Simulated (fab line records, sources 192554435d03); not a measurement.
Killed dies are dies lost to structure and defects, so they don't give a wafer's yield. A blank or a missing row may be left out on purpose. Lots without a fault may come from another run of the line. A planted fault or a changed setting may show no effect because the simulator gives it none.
Which tool did it? | flow n5_finfet | 12 lots, 34 wafers sampled, at 3 steps of a route of 1938

WHAT THE GAUGES READ, wafer by wafer
N5_PASSIVATION_INSPECT_64: inspects for defects (macro). Usual: raw_defect_count 1.8, standard deviation 1.4.
lot  | measured     | on                | raw_defect_count | flag
L587 | day 12 06:41 | defect_inspect-02 | 3 1 3            |
L588 | day 12 02:45 | defect_inspect-02 | 2 2 2            |
L590 | day 12 20:07 | defect_inspect-02 | 3 6 2            |
L592 | day 13 22:55 | defect_inspect-01 | 5 1 1            |
L594 | day 14 03:20 | defect_inspect-01 | 6 2 1            |
L595 | day 14 22:35 | defect_inspect-01 | 0 3 1            |
L598 | day 14 20:01 | defect_inspect-01 | 2 1 0            |
L600 | day 16 10:46 | defect_inspect-01 | 0                |
L602 | day 16 07:44 | defect_inspect-02 | 1                |
L606 | day 17 10:06 | defect_inspect-02 | 2                |
L607 | day 17 21:31 | defect_inspect-02 | 1 1 2            |
L609 | day 19 00:37 | defect_inspect-01 | 2 0 4            |

WHICH TOOL RAN EACH LOT (tool, then ch and the chambers of the sampled wafers, then the start)
lot  | N5_SDB_ETCH_18                    | N5_MIM_TOP_ETCH_STRIP_01
L587 | rie_diel-02 ch 0,2,3, day 4 04:59 | rie_diel-01 ch 0,3, day 12 01:14
L588 | rie_diel-06 ch 0,1,3, day 4 10:58 | rie_diel-04 ch 0,2,3, day 11 21:45
L590 | rie_diel-05 ch 0,1,2, day 4 19:40 | rie_diel-01 ch 0,1,2, day 12 14:12
L592 | rie_diel-02 ch 0,1,3, day 5 06:56 | rie_diel-01 ch 0,1,3, day 13 19:08
L594 | rie_diel-02 ch 0,2,3, day 5 18:50 | rie_diel-04 ch 0,1,3, day 13 23:57
L595 | rie_diel-02 ch 0,2,3, day 5 22:14 | rie_diel-04 ch 0,1,2, day 14 11:52
L598 | rie_diel-02 ch 2,3, day 6 19:16   | rie_diel-04 ch 2,3, day 14 12:31
L600 | rie_diel-02 ch 0,2, day 7 07:28   | rie_diel-01 ch 2, day 16 06:51
L602 | rie_diel-02 ch 3, day 7 17:47     | rie_diel-04 ch 2, day 16 01:41
L606 | rie_diel-02 ch 1,2,3, day 8 18:43 | rie_diel-04 ch 2, day 17 02:28
L607 | rie_diel-06 ch 0,1,2, day 9 00:02 | rie_diel-01 ch 0,2,3, day 17 14:35
L609 | rie_diel-06 ch 0,1,2, day 9 12:58 | rie_diel-04 ch 1,2,3, day 18 16:59
- N5_SDB_ETCH_18: etches SOC in N2/H2, target depth 100 nm, overetch 20 nm, time 150 s.
- N5_MIM_TOP_ETCH_STRIP_01: strips in O2.

WHAT THE TOOLS THEMSELVES READ (means of the sampled wafers that have a number; where no wafer has one, the mark that the record gives instead)
N5_SDB_ETCH_18. Usual: drypump_motor_current_A 5.8 A, standard deviation 0.61; oes_product_au 0.72 a.u., standard deviation 0.079; rf_vpp_V 522.6 V, standard deviation 2.1; showerhead_plenum_p_Torr 2.50 Torr, standard deviation 0.068; throttle_valve_pct 17.8 %, standard deviation 0.36.
lot  | tool        | drypump_motor_current_A (A) | oes_product_au (a.u.) | rf_vpp_V (V) | showerhead_plenum_p_Torr (Torr) | throttle_valve_pct (%) | flag
L587 | rie_diel-02 | 5.8                         | 0.74                  | 522.9        | 2.51                            | 17.9                   |
L588 | rie_diel-06 | 5.8                         | 0.66                  | 522.4        | 2.50                            | 18.0                   |
L590 | rie_diel-05 | 6.3                         | 0.74                  | 522.4        | 2.50                            | 17.7                   |
L592 | rie_diel-02 | 5.5                         | 0.77                  | 523.3        | 2.51                            | 17.7                   |
L594 | rie_diel-02 | 5.8                         | 0.72                  | 522.5        | 2.51                            | 17.9                   |
L595 | rie_diel-02 | 5.7                         | 0.72                  | 522.0        | 2.51                            | 17.9                   |
L598 | rie_diel-02 | 6.1                         | 0.66                  | 522.4        | 2.51                            | 18.0                   |
L600 | rie_diel-02 | 5.7                         | 0.81                  | 522.4        | 2.49                            | 17.8                   |
L602 | rie_diel-02 | 6.0                         | 0.68                  | 523.0        | 2.52                            | 18.1                   |
L606 | rie_diel-02 | 5.9                         | 0.76                  | 521.7        | 2.49                            | 17.8                   |
L607 | rie_diel-06 | 5.7                         | 0.77                  | 524.1        | 2.53                            | 17.7                   |
L609 | rie_diel-06 | 5.7                         | 0.76                  | 523.8        | 2.53                            | 17.7                   |

N5_MIM_TOP_ETCH_STRIP_01. Usual: drypump_motor_current_A 5.8 A, standard deviation 0.59; oes_product_au 0.82 a.u., standard deviation 0.081; rf_vpp_V 3.8 V, standard deviation 1.5; showerhead_plenum_p_Torr 2.10 Torr, standard deviation 0.065; throttle_valve_pct 16.68 %, standard deviation 0.27.
lot  | tool        | drypump_motor_current_A (A) | oes_product_au (a.u.) | rf_vpp_V (V) | showerhead_plenum_p_Torr (Torr) | throttle_valve_pct (%) | flag
L587 | rie_diel-01 | 5.3                         | 0.86                  | 3.3          | 2.09                            | 16.47                  |
L588 | rie_diel-04 | 6.0                         | 0.82                  | 4.0          | 2.09                            | 16.90                  |
L590 | rie_diel-01 | 5.3                         | 0.81                  | 3.8          | 2.06                            | 16.56                  |
L592 | rie_diel-01 | 5.4                         | 0.78                  | 3.3          | 2.07                            | 16.68                  |
L594 | rie_diel-04 | 6.3                         | 0.79                  | 2.9          | 2.08                            | 16.89                  |
L595 | rie_diel-04 | 6.0                         | 0.83                  | 4.1          | 2.13                            | 16.77                  |
L598 | rie_diel-04 | 6.0                         | 0.78                  | 3.3          | 2.10                            | 16.96                  |
L600 | rie_diel-01 | 6.1                         | 0.87                  | 1.8          | 2.01                            | 16.24                  |
L602 | rie_diel-04 | 5.7                         | 0.82                  | 4.2          | 2.14                            | 16.85                  |
L606 | rie_diel-04 | 5.7                         | 0.80                  | 5.8          | 2.14                            | 16.88                  |
L607 | rie_diel-01 | 5.7                         | 0.83                  | 3.6          | 2.04                            | 16.43                  |
L609 | rie_diel-04 | 6.3                         | 0.82                  | 3.4          | 2.16                            | 16.79                  |

THE ANSWER, worked out from the rows above alone
Rule: a lot is off if the mean of its wafers that have a number lies more than 3 standard deviations from the usual mean. A lot without any number at a reading at which 4 lots or more have one is off too. The other lots that the step has rows for count as sound. The gauges are gone through in route order, then the tools' own readings, and for those a lot's mean is taken as printed above. The first step at which some lot is off is used, and at that step the reading that is off furthest; a lot without a number counts as furthest.
No lot is off at any reading shown: from this, nothing can be told.

WHAT THE SIMULATOR HAD PUT IN
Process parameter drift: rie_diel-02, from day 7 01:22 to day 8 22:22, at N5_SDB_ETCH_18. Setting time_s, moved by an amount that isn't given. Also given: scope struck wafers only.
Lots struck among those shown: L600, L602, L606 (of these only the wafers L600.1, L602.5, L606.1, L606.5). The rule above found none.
